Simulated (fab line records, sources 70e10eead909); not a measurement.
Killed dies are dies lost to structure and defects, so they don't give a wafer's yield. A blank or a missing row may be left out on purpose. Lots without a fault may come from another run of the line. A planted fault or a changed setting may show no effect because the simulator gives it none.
Chamber matching | flow nand_harc | NHARC_A_STAIRCASE_TRIM_229 on rie_diel-10: 4 sister chambers
The step chemistry O2, time 211.2 s. 8 wafers are shown with their chamber, then 9 later ones without.

WAFERS WITH THEIR CHAMBER
wafer  | chamber | drypump_motor_current_A (A) | showerhead_plenum_p_Torr (Torr)
L082.1 | 2       | 5.5                         | 3.81
L082.3 | 1       | 6.2                         | 3.44
L082.6 | 2       | 5.5                         | 3.81
L084.4 | 0       | 6.3                         | 3.48
L084.6 | 3       | 6.2                         | 3.57
L086.4 | 3       | 6.1                         | 3.56
L086.5 | 0       | 6.3                         | 3.48
L086.6 | 1       | 6.1                         | 3.43

WAFERS WITHOUT THEIR CHAMBER
wafer  | drypump_motor_current_A (A) | showerhead_plenum_p_Torr (Torr)
L089.2 | 6.3                         | 3.47
L089.3 | 6.2                         | 3.56
L089.4 | 5.5                         | 3.79
L092.3 | 6.1                         | 3.41
L092.4 | 6.3                         | 3.47
L092.5 | 5.5                         | 3.79
L097.2 | 6.1                         | 3.54
L097.4 | 6.1                         | 3.41
L097.6 | 6.3                         | 3.46

WHICH CHAMBER EACH WENT THROUGH
wafer  | from the rows above     | in truth
L089.2 | 0                       | 0
L089.3 | 3                       | 3
L089.4 | 2                       | 2
L092.3 | 1                       | 1
L092.4 | 0                       | 0
L092.5 | 2                       | 2
L097.2 | 3                       | 3
L097.4 | 1                       | 1
L097.6 | can't be placed: 0 or 1 | 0
Placed correctly: 8 of 9. Can't be placed from these rows: 1 (the true chamber is among the candidates in 1). Placed wrongly: 0.
How it was worked out, from the rows above alone: a wafer's distance from a chamber is the root of the sum, over the readings, of the square of ((its reading less the chamber's mean) divided by the reading's scatter). The wafer belongs to the nearest chamber; if the next one is less than 2 further off, it can't be placed. A chamber's mean is the mean of its shown wafers. The scatter: the root of (the sum of the squares of (reading less its chamber's mean) over the shown wafers, divided by (wafers less chambers)).
